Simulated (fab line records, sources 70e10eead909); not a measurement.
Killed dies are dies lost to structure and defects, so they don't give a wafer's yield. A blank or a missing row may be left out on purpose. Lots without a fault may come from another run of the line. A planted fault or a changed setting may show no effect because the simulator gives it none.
fab line records | flow nand_harc
record lots=5 wafers=15 last_day=24
route steps=1159 shown P_GATE@153
lots that met no fault: from a run of the same line without faults
start_h: hours from the record's first day to the start of the lot's first wafer shown | wait_h: hours since the lot's step before | " the same as in the row above | L1.1+2: a row that stands for several wafers | - no value, or no start given | * or withheld: withheld | < > ~ a bound
route shown NAME@n: a module of which the file shows steps, and the number in the route of the first | usual: mean/standard deviation of fault-free wafers | same: alike in all rows | chamber/n: place in a boat | sites: the reading at each site | _std_site: their standard deviation | _edge_site: outer sites' mean less inner sites' | radius_mm: how far each site lies from the wafer's centre | mask NAME#n: copy n | behind: the tool/chamber that last shaped the wafer | hold: why the lot was held/for how many hours/how that ended | device: the transistor (n, p or np) that didn't switch | end of line: the same wafers' tests at the end of the route | a step without rows: its recipe alone | killed: dies lost to structure and defects at the first sort, not the wafer's yield | map: a wafer's dies, x killed, . not, _ none there
set.NAME: the setting as run; set.NAME@STEP: as run at that earlier step | model.NAME: the simulator's own value behind a step, which no gauge read
lots at some steps of the route; a table a step, a row a wafer
services: from which hour (start_h, from the record's first day; less than 0 if before it) a tool's chamber was out of use, for how many hours, and why
## steps
# step NHARC_P_GATE_PRECLEAN_73
# recipe time_s=* temp_c=50 bath_age_min=0 chemistry=SC1
# columns lot.wafer tool chamber start_h wait_h
L075.1+2+6 wet_bench-06 3,4,5 - -
L080.1+6+2 wet_bench-06 6,2,3 - -
L089.1+5+2 wet_bench-06 0,1,2 - -
L093.5+4+3 wet_bench-06 5,7,0 - -
L095.1+5+4 wet_bench-06 6,1,3 - -
# step NHARC_P_GATE_SRD_74
# columns lot.wafer tool chamber start_h wait_h
L075.1+2+6 wet_bench-06 3,4,5 - -
L080.1+6+2 wet_bench-06 6,2,3 - -
L089.1+5+2 wet_bench-06 0,1,2 - -
L093.5+4+3 wet_bench-06 5,7,0 - -
L095.1+5+4 wet_bench-06 6,1,3 - -
# step NHARC_P_GATE_ALD_36
# recipe target_thk_a=200 pulse_time_s=60 ald_cycles=223 temp_c=400 material=SiNx
# usual heater_power_w=841/75 precursor_pulse_height_rel=0.999/0.02
# columns lot.wafer tool chamber start_h wait_h heater_power_w precursor_pulse_height_rel
L075.1 ald_sin-04 0 87.15 - 951 0.975
L075.2 " 3 90.34 - 779 0.975
L075.6 " 1 92.46 - 891 0.975
L080.1 ald_sin-04 3 125.16 - 794 1.008
L080.2 " 0 126.21 - 951 1.004
L080.6 " 2 128.31 - 818 0.990
L089.2 ald_sin-01 1 180.22 - 951 0.983
L089.1 " 0 183.41 - 842 1.027
L089.5 " 1 184.47 - 952 0.996
L093.3 ald_sin-04 3 202.97 - 790 0.955
L093.4 " 0 204.05 - 967 0.962
L093.5 " 2 206.21 - 867 0.996
L095.1 ald_sin-03 0 212.03 - 806 0.984
L095.4 " 1 213.09 - 826 0.998
L095.5 " 3 215.20 - 705 1.004
# step NHARC_P_GATE_ETCHBACK_37
# recipe target_depth_a=345 time_s=17.2 chf3_flow_sccm=50 o2_flow_sccm=10 ar_flow_sccm=200 rf_w=500 bias_w=200 chemistry=CHF3/O2
# usual drypump_motor_current_A=5.6/0.32 o2_flow_sccm=10.00/0.035 oes_product_au=0.95/0.037 rf_vpp_V=371.1/2.1 showerhead_plenum_p_Torr=2.43/0.088 throttle_valve_pct=20.573/0.0095
# columns lot.wafer tool chamber start_h wait_h drypump_motor_current_A o2_flow_sccm oes_product_au rf_hours_counter_h rf_vpp_V showerhead_plenum_p_Torr throttle_valve_pct
L075.2 rie_diel-12 0 - - 5.5 10.03 0.94 10 373.2 2.53 20.554
L075.1 " 2 " " 5.9 10.00 0.93 11 368.8 2.33 20.566
L075.6 " 1 " " 5.8 10.02 0.93 - 370.0 2.40 20.581
L080.1 rie_diel-12 2 - - 5.9 9.96 0.93 19 368.5 2.33 20.583
L080.2 " 3 " " 5.4 10.03 0.93 17 369.1 2.33 20.562
L080.6 " 1 " " 5.8 9.96 0.93 - 370.7 2.40 20.578
L089.2 rie_diel-02 3 - - 4.9 10.08 1.00 14 370.8 2.39 20.564
L089.1 " 0 " " 5.7 9.99 0.99 14 373.6 2.55 20.591
L089.5 " 3 " " 4.9 10.04 1.00 - 370.9 2.39 20.576
L093.3 rie_diel-04 2 - - 5.1 10.01 0.93 33 370.4 2.43 20.580
L093.4 " 3 " " 5.7 10.03 0.92 33 371.8 2.48 20.572
L093.5 " 1 " " 5.6 10.06 0.92 - 374.8 2.58 20.583
L095.4 rie_diel-12 2 - - 5.9 10.01 1.00 1 370.0 2.32 20.571
L095.1 " 0 " " 5.5 9.95 0.98 2 372.5 2.52 20.563
L095.5 " 3 " " 5.5 9.93 1.00 - 369.2 2.32 20.575
# step NHARC_P_GATE_STRIP_101
# recipe time_s=20 o2_flow_sccm=500 ar_flow_sccm=0 bias_w=0 chemistry=O2
# usual drypump_motor_current_A=5.6/0.32 o2_flow_sccm=499.9/1.6 oes_product_au=0.999/0.0065 rf_vpp_V=57.9/0.87 showerhead_plenum_p_Torr=3.56/0.12 throttle_valve_pct=17.037/0.011
# columns lot.wafer tool chamber start_h wait_h drypump_motor_current_A o2_flow_sccm oes_product_au rf_hours_counter_h rf_vpp_V showerhead_plenum_p_Torr throttle_valve_pct
L075.1 rie_diel-12 1 96.82 0.1 5.8 497.7 1.006 11 56.4 3.53 17.039
L075.2 " 0 " " 5.5 503.5 0.990 10 59.2 3.72 17.027
L075.6 " 2 " " 5.9 497.9 1.003 - 58.3 3.43 17.042
L080.2 rie_diel-12 2 133.70 0.1 5.9 497.3 0.996 19 55.2 3.43 17.031
L080.1 " 0 " " 5.5 500.4 1.004 17 59.8 3.71 17.042
L080.6 " 1 " " 5.8 499.5 0.999 - 58.0 3.52 17.041
L089.2 rie_diel-02 1 189.91 0.1 5.9 498.9 0.990 15 57.3 3.51 17.052
L089.1 " 3 " " 4.9 501.0 0.999 14 57.2 3.52 17.026
L089.5 " 1 " " 5.9 499.9 0.997 - 57.3 3.51 17.047
L093.3 rie_diel-04 3 210.58 0.1 5.8 499.7 1.001 33 56.4 3.65 17.039
L093.4 " 2 " " 5.1 498.4 1.007 33 58.0 3.57 17.029
L093.5 " 0 " " 5.4 499.3 1.004 - 57.5 3.44 17.029
L095.1 rie_diel-12 2 220.59 0.1 5.9 500.6 1.013 1 58.1 3.42 17.032
L095.4 " 0 " " 5.5 496.1 1.002 2 58.2 3.70 17.026
L095.5 " 3 " " 5.4 500.2 1.003 - 57.9 3.42 17.042
# step NHARC_P_GATE_PRECLEAN_97
# recipe time_s=600 temp_c=120 chemistry=SPM
# columns lot.wafer tool chamber start_h wait_h
L075.1+2+6 wet_bench-06 6,7,2 96.93 -
L080.1+2+6 wet_bench-03 1,2,3 133.79 -
L089.1+2+5 wet_bench-06 2,3,6 190.02 -
L093.4+3+5 wet_bench-09 7,0,1 210.69 -
L095.1+5+4 wet_bench-06 0,3,4 220.69 -
# step NHARC_P_GATE_SRD_98
# columns lot.wafer tool chamber start_h wait_h
L075.1+2+6 wet_bench-06 6,7,2 - -
L080.1+2+6 wet_bench-03 1,2,3 - -
L089.1+2+5 wet_bench-06 2,3,6 - -
L093.4+3+5 wet_bench-09 7,0,1 - -
L095.1+5+4 wet_bench-06 0,3,4 - -
# step NHARC_P_GATE_PRECLEAN_99
# recipe time_s=* temp_c=50 bath_age_min=0 chemistry=SC1
# columns lot.wafer tool chamber start_h wait_h
L075.1+2+6 wet_bench-06 6,7,2 - -
L080.1+2+6 wet_bench-03 1,2,3 - -
L089.1+2+5 wet_bench-06 2,3,6 - -
L093.4+3+5 wet_bench-09 7,0,1 - -
L095.1+5+4 wet_bench-06 0,3,4 - -
# step NHARC_P_GATE_SRD_100
# columns lot.wafer tool chamber start_h wait_h
L075.1+2+6 wet_bench-06 6,7,2 - -
L080.1+2+6 wet_bench-03 1,2,3 - -
L089.1+2+5 wet_bench-06 2,3,6 - -
L093.4+3+5 wet_bench-09 7,0,1 - -
L095.1+5+4 wet_bench-06 0,3,4 - -
# step NHARC_P_GATE_DEHYDRATE_38
# recipe temp_c=150 time_s=120
# columns lot.wafer tool chamber start_h wait_h
L075.1+2+6 litho_track-03 0 97.32 -
L080.1+2+6 litho_track-05 0 134.19 -
L089.1+2+5 litho_track-05 0 190.41 -
L093.3+4+5 litho_track-05 0 211.07 -
L095.1+4+5 litho_track-05 0 221.08 -
# step NHARC_P_GATE_HMDS_39
# recipe time_s=30
# columns lot.wafer tool chamber start_h wait_h
L075.1+2+6 litho_track-03 0 - -
L080.1+2+6 litho_track-05 0 - -
L089.1+2+5 litho_track-05 0 - -
L093.3+4+5 litho_track-05 0 - -
L095.1+4+5 litho_track-05 0 - -
# step NHARC_P_GATE_COAT_40
# recipe spin_rpm=3000
# columns lot.wafer tool chamber start_h wait_h
L075.1+2+6 litho_track-03 0 - -
L080.1+2+6 litho_track-05 0 - -
L089.1+2+5 litho_track-05 0 - -
L093.3+4+5 litho_track-05 0 - -
L095.1+4+5 litho_track-05 0 - -
# step NHARC_P_GATE_SOFTBAKE_41
# recipe temp_c=122 time_s=95
# columns lot.wafer tool chamber start_h wait_h
L075.1+2+6 litho_track-03 0 - -
L080.1+2+6 litho_track-05 0 - -
L089.1+2+5 litho_track-05 0 - -
L093.3+4+5 litho_track-05 0 - -
L095.1+4+5 litho_track-05 0 - -
# step NHARC_P_GATE_EBR_42
# columns lot.wafer tool chamber start_h wait_h
L075.1+2+6 litho_track-03 0 - -
L080.1+2+6 litho_track-05 0 - -
L089.1+2+5 litho_track-05 0 - -
L093.3+4+5 litho_track-05 0 - -
L095.1+4+5 litho_track-05 0 - -
# step NHARC_P_GATE_EXPOSE_43
# recipe na=0.6 target_cd_nm=720 dose_mj=14.81 mask_id=P_NSD
# same na=0.6
# columns lot.wafer tool chamber start_h wait_h mask
L075.1+2+6 krf_scanner-02 0 97.59 - P_NSD#0
L080.1+2+6 krf_scanner-02 0 134.46 - P_NSD#0
L089.1+2+5 krf_scanner-03 0 190.68 - P_NSD#0
L093.3+4+5 krf_scanner-03 0 211.23 - P_NSD#0
L095.1+4+5 krf_scanner-01 0 221.23 - P_NSD#0
# step NHARC_P_GATE_PEB_44
# recipe peb_temp_c=118 peb_time_s=85
# columns lot.wafer tool chamber start_h wait_h
L075.1+2+6 litho_track-07 0 97.66 0.1
L080.1+2+6 litho_track-03 0 134.53 0.1
L089.1+2+5 litho_track-03 0 190.74 0.1
L093.3+4+5 litho_track-07 0 211.29 0.1
L095.1+4+5 litho_track-05 0 221.29 0.1
# step NHARC_P_GATE_DEVELOP_45
# recipe time_s=70
# columns lot.wafer tool chamber start_h wait_h
L075.1+2+6 litho_track-07 0 - -
L080.1+2+6 litho_track-03 0 - -
L089.1+2+5 litho_track-03 0 - -
L093.3+4+5 litho_track-07 0 - -
L095.1+4+5 litho_track-05 0 - -
# step NHARC_P_GATE_CD_MEAS_46
# recipe target_cd_nm=720 landing_energy_ev=500
# usual cd_nm=719.9/1.2
# columns lot.wafer tool chamber start_h wait_h cd_nm
L075.1 cd_sem-03 0 97.75 - 722.5
L075.2 " 0 " " 720.0
L075.6 " 0 " " 721.2
L080.1 cd_sem-01 0 134.62 - 718.9
L080.2 " 0 " " 719.1
L080.6 " 0 " " 718.8
L089.1 cd_sem-03 0 190.83 - 717.5
L089.2 " 0 " " 719.9
L089.5 " 0 " " 718.2
L093.3 cd_sem-02 0 211.38 - 720.4
L093.4 " 0 " " 720.8
L093.5 " 0 " " 720.4
L095.1 cd_sem-02 0 221.38 - 718.4
L095.4 " 0 " " 718.1
L095.5 " 0 " " 719.0
# step NHARC_P_GATE_HARDBAKE_47
# recipe temp_c=125 time_s=80
# columns lot.wafer tool chamber start_h wait_h
L075.1+2+6 litho_track-07 0 97.83 -
L080.1+2+6 litho_track-07 0 134.71 -
L089.1+2+5 litho_track-05 0 190.91 -
L093.3+4+5 litho_track-05 0 211.46 -
L095.1+4+5 litho_track-05 0 221.46 -
# step NHARC_P_GATE_DESCUM_48
# recipe time_s=3 o2_flow_sccm=200 ar_flow_sccm=0 bias_power_w=0 chemistry=O2
# usual drypump_motor_current_A=5.6/0.32 o2_flow_sccm=199.9/0.72 oes_product_au=1.002/0.008 rf_vpp_V=57.8/0.91 showerhead_plenum_p_Torr=1.94/0.074 throttle_valve_pct=11.311/0.0097
# columns lot.wafer tool chamber start_h wait_h drypump_motor_current_A o2_flow_sccm oes_product_au rf_hours_counter_h rf_vpp_V showerhead_plenum_p_Torr throttle_valve_pct
L075.1 rie_diel-04 1 97.92 - 5.6 200.1 1.000 55 56.9 1.77 11.307
L075.2 " 3 " " 5.7 199.9 1.007 58 58.0 1.99 11.307
L075.6 " 1 " " 5.6 200.0 1.003 - 57.1 1.77 11.307
L080.2 rie_diel-12 0 134.82 - 5.5 200.3 1.014 18 58.7 2.02 11.323
L080.1 " 1 " " 5.8 200.3 1.005 19 57.6 1.91 11.302
L080.6 " 2 " " 5.9 199.3 0.995 - 58.1 1.85 11.300
L089.1 rie_diel-02 0 190.99 - 5.6 200.6 0.998 15 57.9 2.04 11.320
L089.2 " 3 " " 4.9 200.0 1.015 14 57.9 1.91 11.321
L089.5 " 0 " " 5.6 200.5 1.003 - 57.6 2.04 11.312
L093.4 rie_diel-12 2 211.55 - 5.8 199.2 1.001 0 56.6 1.85 11.325
L093.3 " 0 " " 5.5 200.2 1.007 0 59.3 2.01 11.317
L093.5 " 2 " " 5.8 198.7 1.002 - 58.2 1.85 11.298
L095.1 rie_diel-04 3 221.54 - 5.8 199.3 1.014 36 57.7 1.98 11.319
L095.4 " 1 " " 5.5 201.5 0.997 34 57.1 2.06 11.323
L095.5 " 0 " " 5.4 200.4 1.017 - 57.6 1.86 11.323
# step NHARC_P_GATE_IMPLANT_49
# recipe energy_kev=30 dose_cm2=3e+15 tilt_deg=7
# columns lot.wafer tool chamber start_h wait_h
L075.1+2+6 implanter-01 0 98.06 0.1
L080.1+2+6 implanter-01 0 134.94 0.1
L089.1+2+5 implanter-02 0 191.14 0.1
L093.3+4+5 implanter-01 0 211.74 0.2
L095.1+4+5 implanter-01 0 221.69 0.1
# step NHARC_P_GATE_STRIP_111
# recipe power_w=1500 temp_c=110 time_s=250 chemistry=N2/H2
# usual drypump_motor_current_A=6.18/0.2 heater_power_w=89/5.8
# columns lot.wafer tool chamber start_h wait_h drypump_motor_current_A heater_power_w rf_hours_counter_h
L075.2 plasma_asher-02 1 98.28 0.2 5.98 91 27
L075.1 " 0 " " 6.41 83 27
L075.6 " 1 " " 6.00 90 -
L080.1 plasma_asher-02 0 135.16 0.2 6.36 81 44
L080.2 " 1 " " 5.99 89 44
L080.6 " 0 " " 6.41 80 -
L089.2 plasma_asher-01 1 191.36 0.2 5.97 86 30
L089.1 " 0 " " 6.36 94 30
L089.5 " 1 " " 5.97 88 -
L093.4 plasma_asher-02 0 212.01 0.2 6.37 79 -
L093.3 " 1 " " 5.99 91 -
L093.5 " 1 " " 6.02 90 -
L095.1 plasma_asher-01 1 221.93 0.2 5.99 86 41
L095.4 " 0 " " 6.34 97 -
L095.5 " 0 " " 6.37 94 -
# step NHARC_P_GATE_STRIP_75
# recipe power_w=1500 temp_c=250 chemistry=O2
# usual drypump_motor_current_A=6.18/0.2 heater_power_w=332/22
# columns lot.wafer tool chamber start_h wait_h drypump_motor_current_A heater_power_w rf_hours_counter_h
L075.2 plasma_asher-02 1 98.58 0.2 5.99 343 28
L075.1 " 0 " " 6.40 307 28
L075.6 " 1 " " 5.98 333 -
L080.1 plasma_asher-02 0 135.47 0.3 6.40 308 44
L080.2 " 1 " " 6.01 336 44
L080.6 " 0 " " 6.41 305 -
L089.2 plasma_asher-01 1 191.66 0.2 5.97 324 30
L089.1 " 0 " " 6.35 364 30
L089.5 " 1 " " 5.96 320 -
L093.4 plasma_asher-02 0 212.23 0.2 6.37 303 -
L093.3 " 1 " " 5.97 349 -
L093.5 " 1 " " 5.95 347 -
L095.1 plasma_asher-01 1 222.24 0.3 5.98 321 41
L095.4 " 0 " " 6.36 357 -
L095.5 " 0 " " 6.35 359 -
# step NHARC_P_GATE_STRIP_50
# recipe time_s=900 temp_c=130 chemistry=SPM
# columns lot.wafer tool chamber start_h wait_h
L075.2+6+1 wet_bench-09 6,7,0 98.75 0.2
L080.2+1+6 wet_bench-09 3,7,0 135.62 0.1
L089.1+2+5 wet_bench-06 2,5,6 191.82 0.1
L093.5+4+3 wet_bench-06 3,4,5 212.36 0.1
L095.4+5+1 wet_bench-03 0,1,4 222.39 0.1
# step NHARC_P_GATE_DEHYDRATE_51
# recipe temp_c=150 time_s=120
# columns lot.wafer tool chamber start_h wait_h
L075.1+2+6 litho_track-03 0 99.08 -
L080.1+2+6 litho_track-03 0 135.97 -
L089.1+2+5 litho_track-05 0 192.16 -
L093.3+4+5 litho_track-03 0 212.71 -
L095.1+4+5 litho_track-07 0 222.73 -
# step NHARC_P_GATE_HMDS_52
# recipe time_s=30
# columns lot.wafer tool chamber start_h wait_h
L075.1+2+6 litho_track-03 0 - -
L080.1+2+6 litho_track-03 0 - -
L089.1+2+5 litho_track-05 0 - -
L093.3+4+5 litho_track-03 0 - -
L095.1+4+5 litho_track-07 0 - -
# step NHARC_P_GATE_COAT_53
# recipe spin_rpm=3000
# columns lot.wafer tool chamber start_h wait_h
L075.1+2+6 litho_track-03 0 - -
L080.1+2+6 litho_track-03 0 - -
L089.1+2+5 litho_track-05 0 - -
L093.3+4+5 litho_track-03 0 - -
L095.1+4+5 litho_track-07 0 - -
# step NHARC_P_GATE_SOFTBAKE_54
# recipe temp_c=122 time_s=95
# columns lot.wafer tool chamber start_h wait_h
L075.1+2+6 litho_track-03 0 - -
L080.1+2+6 litho_track-03 0 - -
L089.1+2+5 litho_track-05 0 - -
L093.3+4+5 litho_track-03 0 - -
L095.1+4+5 litho_track-07 0 - -
# step NHARC_P_GATE_EBR_55
# columns lot.wafer tool chamber start_h wait_h
L075.1+2+6 litho_track-03 0 - -
L080.1+2+6 litho_track-03 0 - -
L089.1+2+5 litho_track-05 0 - -
L093.3+4+5 litho_track-03 0 - -
L095.1+4+5 litho_track-07 0 - -
# step NHARC_P_GATE_EXPOSE_56
# recipe na=0.6 target_cd_nm=720 dose_mj=14.81 mask_id=P_PSD
# same na=0.6
# columns lot.wafer tool chamber start_h wait_h mask
L075.1+2+6 krf_scanner-01 0 99.35 - P_PSD#0
L080.1+2+6 krf_scanner-03 0 136.24 - P_PSD#0
L089.1+2+5 krf_scanner-03 0 192.43 - P_PSD#0
L093.3+4+5 krf_scanner-03 0 213.01 - P_PSD#0
L095.1+4+5 krf_scanner-03 0 223.00 - P_PSD#0
# step NHARC_P_GATE_PEB_57
# recipe peb_temp_c=118 peb_time_s=85
# columns lot.wafer tool chamber start_h wait_h
L075.1+2+6 litho_track-07 0 99.42 0.1
L080.1+2+6 litho_track-07 0 136.31 0.1
L089.1+2+5 litho_track-05 0 192.50 0.1
L093.3+4+5 litho_track-07 0 213.07 0.1
L095.1+4+5 litho_track-07 0 223.07 0.1
# step NHARC_P_GATE_DEVELOP_58
# recipe time_s=70
# columns lot.wafer tool chamber start_h wait_h
L075.1+2+6 litho_track-07 0 - -
L080.1+2+6 litho_track-07 0 - -
L089.1+2+5 litho_track-05 0 - -
L093.3+4+5 litho_track-07 0 - -
L095.1+4+5 litho_track-07 0 - -
# step NHARC_P_GATE_CD_MEAS_59
# recipe target_cd_nm=720 landing_energy_ev=500
# usual cd_nm=719.5/1.2
# columns lot.wafer tool chamber start_h wait_h cd_nm
L075.1 cd_sem-03 0 99.51 - 719.4
L075.2 " 0 " " 718.2
L075.6 " 0 " " 717.6
L080.1 cd_sem-03 0 136.40 - 718.4
L080.2 " 0 " " 720.4
L080.6 " 0 " " 718.8
L089.1 cd_sem-03 0 192.59 - 718.9
L089.2 " 0 " " 720.2
L089.5 " 0 " " 718.2
L093.3 cd_sem-02 0 213.16 - 718.7
L093.4 " 0 " " 720.6
L093.5 " 0 " " 719.2
L095.1 cd_sem-02 0 223.16 - 720.1
L095.4 " 0 " " 720.1
L095.5 " 0 " " 718.5
# step NHARC_P_GATE_HARDBAKE_60
# recipe temp_c=125 time_s=80
# columns lot.wafer tool chamber start_h wait_h
L075.1+2+6 litho_track-05 0 99.59 -
L080.1+2+6 litho_track-03 0 136.48 -
L089.1+2+5 litho_track-05 0 192.67 -
L093.3+4+5 litho_track-07 0 213.24 -
L095.1+4+5 litho_track-07 0 223.24 -
# step NHARC_P_GATE_DESCUM_61
# recipe time_s=3 o2_flow_sccm=200 ar_flow_sccm=0 bias_power_w=0 chemistry=O2
# usual drypump_motor_current_A=5.60/0.29 o2_flow_sccm=199.9/0.61 oes_product_au=1.001/0.0072 rf_vpp_V=57.9/0.91 showerhead_plenum_p_Torr=1.93/0.076 throttle_valve_pct=11.311/0.0089
# columns lot.wafer tool chamber start_h wait_h drypump_motor_current_A o2_flow_sccm oes_product_au rf_hours_counter_h rf_vpp_V showerhead_plenum_p_Torr throttle_valve_pct
L075.2 rie_diel-12 0 99.68 - 5.52 199.8 0.992 11 57.1 2.02 11.322
L075.1 " 1 " " 5.74 199.9 0.995 12 57.0 1.91 11.311
L075.6 " 3 " " 5.43 200.0 0.997 - 57.9 1.85 11.309
L080.1 rie_diel-12 1 136.56 - 5.78 199.5 1.003 20 57.4 1.91 11.302
L080.2 " 3 " " 5.43 199.9 1.009 17 56.7 1.85 11.303
L080.6 " 2 " " 5.85 200.6 0.997 - 57.9 1.85 11.310
L089.1 rie_diel-02 3 192.75 - 4.95 200.2 1.002 15 57.8 1.91 11.311
L089.2 " 0 " " 5.65 201.1 1.006 15 58.5 2.04 11.288
L089.5 " 0 " " 5.63 200.0 0.992 - 58.2 2.04 11.304
L093.4 rie_diel-12 0 213.33 - 5.53 201.1 1.006 0 59.5 2.01 11.330
L093.3 " 1 " " 5.81 200.2 1.008 0 59.5 1.91 11.320
L093.5 " 0 " " 5.53 200.3 1.008 - 57.8 2.01 11.315
L095.4 rie_diel-12 1 223.33 - 5.76 200.6 1.005 2 59.6 1.90 11.310
L095.1 " 2 " " 5.85 199.9 0.998 2 58.9 1.85 11.300
L095.5 " 1 " " 5.77 199.9 0.994 - 58.6 1.91 11.323
# step NHARC_P_GATE_IMPLANT_62
# recipe energy_kev=20 dose_cm2=3e+15 tilt_deg=7
# columns lot.wafer tool chamber start_h wait_h
L075.1+2+6 implanter-01 0 100.04 0.3
L080.1+2+6 implanter-02 0 136.70 0.1
L089.1+2+5 implanter-02 0 192.92 0.2
L093.3+4+5 implanter-02 0 213.52 0.2
L095.1+4+5 implanter-01 0 223.48 0.1
# step NHARC_P_GATE_STRIP_112
# recipe power_w=1500 temp_c=110 time_s=200 chemistry=N2/H2
# usual drypump_motor_current_A=6.18/0.2 heater_power_w=89/6
# columns lot.wafer tool chamber start_h wait_h drypump_motor_current_A heater_power_w rf_hours_counter_h
L075.1 plasma_asher-02 0 100.84 0.8 6.42 80 29
L075.2 " 1 " " 5.97 92 29
L075.6 " 1 " " 5.97 91 -
L080.1 plasma_asher-01 1 136.92 0.2 5.97 86 8
L080.2 " 0 " " 6.35 95 8
L080.6 " 1 " " 5.98 87 -
L089.1 plasma_asher-01 0 193.14 0.2 6.37 97 31
L089.2 " 1 " " 5.94 85 31
L089.5 " 1 " " 5.99 87 -
L093.3 plasma_asher-02 1 213.77 0.2 6.06 89 -
L093.4 " 0 " " 6.39 78 -
L093.5 " 1 " " 6.03 91 -
L095.1 plasma_asher-01 0 223.70 0.2 6.36 94 41
L095.4 " 1 " " 5.94 88 -
L095.5 " 1 " " 5.96 86 -
# step NHARC_P_GATE_STRIP_76
# recipe power_w=1500 temp_c=250 chemistry=O2
# usual drypump_motor_current_A=6.18/0.2 heater_power_w=332/22
# columns lot.wafer tool chamber start_h wait_h drypump_motor_current_A heater_power_w rf_hours_counter_h
L075.1 plasma_asher-02 0 101.10 0.2 6.40 297 29
L075.2 " 1 " " 5.97 341 29
L075.6 " 1 " " 5.98 344 -
L080.1 plasma_asher-01 1 137.18 0.2 5.97 323 8
L080.2 " 0 " " 6.35 356 8
L080.6 " 1 " " 5.94 328 -
L089.1 plasma_asher-01 0 193.40 0.2 6.35 357 31
L089.2 " 1 " " 5.98 319 31
L089.5 " 1 " " 6.00 327 -
L093.3 plasma_asher-02 1 213.96 0.2 5.99 345 -
L093.4 " 0 " " 6.39 299 -
L093.5 " 1 " " 5.97 338 -
L095.1 plasma_asher-01 0 223.96 0.2 6.36 362 42
L095.4 " 1 " " 5.96 330 -
L095.5 " 1 " " 5.96 328 -
# step NHARC_P_GATE_STRIP_63
# recipe time_s=900 temp_c=130 chemistry=SPM
# columns lot.wafer tool chamber start_h wait_h
L075.6+2+1 wet_bench-06 3,4,7 101.24 0.1
L080.1+6+2 wet_bench-03 7,0,2 137.34 0.1
L089.2+1+5 wet_bench-06 4,5,0 193.54 0.1
L093.3+5+4 wet_bench-06 4,6,0 214.08 0.1
L095.4+1+5 wet_bench-03 3,4,6 224.11 0.1
# step NHARC_P_GATE_DEHYDRATE_83
# recipe temp_c=150 time_s=120
# columns lot.wafer tool chamber start_h wait_h
L075.1+2+6 litho_track-03 0 101.59 -
L080.1+2+6 litho_track-05 0 137.68 -
L089.1+2+5 litho_track-03 0 193.89 -
L093.3+4+5 litho_track-07 0 214.44 -
L095.1+4+5 litho_track-05 0 224.45 -
# step NHARC_P_GATE_HMDS_84
# recipe time_s=30
# columns lot.wafer tool chamber start_h wait_h
L075.1+2+6 litho_track-03 0 - -
L080.1+2+6 litho_track-05 0 - -
L089.1+2+5 litho_track-03 0 - -
L093.3+4+5 litho_track-07 0 - -
L095.1+4+5 litho_track-05 0 - -
# step NHARC_P_GATE_COAT_85
# recipe spin_rpm=3000
# columns lot.wafer tool chamber start_h wait_h
L075.1+2+6 litho_track-03 0 - -
L080.1+2+6 litho_track-05 0 - -
L089.1+2+5 litho_track-03 0 - -
L093.3+4+5 litho_track-07 0 - -
L095.1+4+5 litho_track-05 0 - -
# step NHARC_P_GATE_SOFTBAKE_86
# recipe temp_c=122 time_s=95
# columns lot.wafer tool chamber start_h wait_h
L075.1+2+6 litho_track-03 0 - -
L080.1+2+6 litho_track-05 0 - -
L089.1+2+5 litho_track-03 0 - -
L093.3+4+5 litho_track-07 0 - -
L095.1+4+5 litho_track-05 0 - -
# step NHARC_P_GATE_EBR_87
# columns lot.wafer tool chamber start_h wait_h
L075.1+2+6 litho_track-03 0 - -
L080.1+2+6 litho_track-05 0 - -
L089.1+2+5 litho_track-03 0 - -
L093.3+4+5 litho_track-07 0 - -
L095.1+4+5 litho_track-05 0 - -
# step NHARC_P_GATE_EXPOSE_88
# recipe na=0.6 target_cd_nm=2000 dose_mj=11.87 mask_id=P_HVN
# same na=0.6
# columns lot.wafer tool chamber start_h wait_h mask
L075.1+2+6 krf_scanner-02 0 101.74 - P_HVN#0
L080.1+2+6 krf_scanner-02 0 137.95 - P_HVN#0
L089.1+2+5 krf_scanner-02 0 194.04 - P_HVN#0
L093.3+4+5 krf_scanner-01 0 214.59 - P_HVN#0
L095.1+4+5 krf_scanner-02 0 224.72 - P_HVN#0
# step NHARC_P_GATE_PEB_89
# recipe peb_temp_c=118 peb_time_s=85
# columns lot.wafer tool chamber start_h wait_h
L075.1+2+6 litho_track-07 0 101.81 0.1
L080.1+2+6 litho_track-05 0 138.02 0.1
L089.1+2+5 litho_track-05 0 194.10 0.1
L093.3+4+5 litho_track-05 0 214.65 0.1
L095.1+4+5 litho_track-03 0 224.79 0.1
# step NHARC_P_GATE_DEVELOP_90
# recipe time_s=70
# columns lot.wafer tool chamber start_h wait_h
L075.1+2+6 litho_track-07 0 - -
L080.1+2+6 litho_track-05 0 - -
L089.1+2+5 litho_track-05 0 - -
L093.3+4+5 litho_track-05 0 - -
L095.1+4+5 litho_track-03 0 - -
# step NHARC_P_GATE_CD_MEAS_91
# recipe target_cd_nm=2000 landing_energy_ev=500
# usual cd_nm=1999.7/1.3
# columns lot.wafer tool chamber start_h wait_h cd_nm
L075.1 cd_sem-01 0 101.90 - 1999.4
L075.2 " 0 " " 1999.4
L075.6 " 0 " " 1998.1
L080.1 cd_sem-02 0 138.11 - 1999.7
L080.2 " 0 " " 2001.0
L080.6 " 0 " " 1999.7
L089.1 cd_sem-03 0 194.19 - 1998.6
L089.2 " 0 " " 2000.3
L089.5 " 0 " " 1999.7
L093.3 cd_sem-02 0 214.74 - 1998.2
L093.4 " 0 " " 1999.3
L093.5 " 0 " " 1998.3
L095.1 cd_sem-03 0 224.89 - 1999.1
L095.4 " 0 " " 1999.8
L095.5 " 0 " " 2000.1
# step NHARC_P_GATE_HARDBAKE_92
# recipe temp_c=125 time_s=80
# columns lot.wafer tool chamber start_h wait_h
L075.1+2+6 litho_track-07 0 101.98 -
L080.1+2+6 litho_track-07 0 138.19 -
L089.1+2+5 litho_track-03 0 194.27 -
L093.3+4+5 litho_track-07 0 214.82 -
L095.1+4+5 litho_track-03 0 224.97 -
## services
# columns tool chamber start_h hours kind
implanter-02 - 85.00 13.0 pm
implanter-02 - 98.73 1.3 repair
plasma_asher-01 - 99.15 9.0 pm
rie_diel-04 - 112.09 9.0 pm
wet_bench-09 - 112.80 8.0 pm
rie_diel-12 3 116.65 4.4 repair
rie_diel-04 1 121.94 9.3 repair
implanter-01 - 126.92 2.8 repair
wet_bench-09 - 130.27 2.1 repair
rie_diel-04 - 130.91 2.7 repair
wet_bench-06 - 133.09 8.0 pm
wet_bench-03 - 146.50 8.0 pm
rie_diel-12 3 146.58 16.9 repair
krf_scanner-02 - 147.15 1.5 repair
rie_diel-02 - 151.26 9.0 pm
krf_scanner-02 - 163.61 1.0 repair
krf_scanner-03 - 168.00 4.0 pm
plasma_asher-02 - 183.11 9.0 pm
litho_track-07 - 189.00 7.0 pm
rie_diel-12 1 198.75 4.1 repair
rie_diel-12 - 202.40 9.0 pm
krf_scanner-02 - 210.02 4.0 pm
litho_track-03 - 213.00 7.0 pm
rie_diel-02 1 218.06 10.4 repair
## key
fault none
